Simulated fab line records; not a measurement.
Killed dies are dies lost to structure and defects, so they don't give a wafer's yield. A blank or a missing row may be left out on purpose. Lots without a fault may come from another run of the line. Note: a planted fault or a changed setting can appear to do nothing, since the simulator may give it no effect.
2 desks, one fault ; flow n5-finfet ; only its own numbers are on each desk; what lay behind them is given at the end

TOOL OWNER'S DESK, krf-scanner-01
The tool's own readings at N5_BEOL_M12_EXPOSE_25 (exposes mask M12): means of the sampled wafers that have a number, for each lot that ran on this tool. The brackets show how far a lot's mean lies from the usual mean; more than 4 standard deviations puts the lot out of limits, marked OUT.
Columns: A = focus-offset-nm at N5_BEOL_M12_EXPOSE_25, usual -0.1 nm
lot;first seen here;A
L941;day 11 08:10;0.1
L951;day 13 13:55;0.3
L955;day 14 05:34;-0.1
L953;day 14 06:14;-0.1
L958;day 15 07:22;-0.2
L960;day 15 15:35;0.1
This desk's finding: nothing out of limits on any of the 6 lots.

FROM THE METROLOGY DESK
Means of the sampled wafers that have a number, per lot and without regard to the tool the lot ran on: this is what the gauges read. The brackets show how far a lot's mean lies from the usual mean; more than 4 standard deviations puts the lot out of limits, marked OUT.
Columns: A = cd-nm at N5_BEOL_M12_CD_MEAS_28, usual 159.8 nm
lot;first seen here;A
L941;day 11 08:19;159.8
L942;day 11 12:33;162.9
L943;day 11 20:06;160.0
L946;day 12 11:19;160.3
L949;day 12 20:42;158.3
L951;day 13 14:05;159.2
L955;day 14 05:44;158.9
L953;day 14 06:23;164.2
L958;day 15 07:32;164.6
L960;day 15 15:46;163.0
This desk's finding: nothing out of limits on any of the 10 lots.

PUT TOGETHER
The tool owner's desk saw nothing out of limits.
At the metrology desk, nothing out of limits was observed.

WHAT WAS PUT IN BY THE SIMULATOR
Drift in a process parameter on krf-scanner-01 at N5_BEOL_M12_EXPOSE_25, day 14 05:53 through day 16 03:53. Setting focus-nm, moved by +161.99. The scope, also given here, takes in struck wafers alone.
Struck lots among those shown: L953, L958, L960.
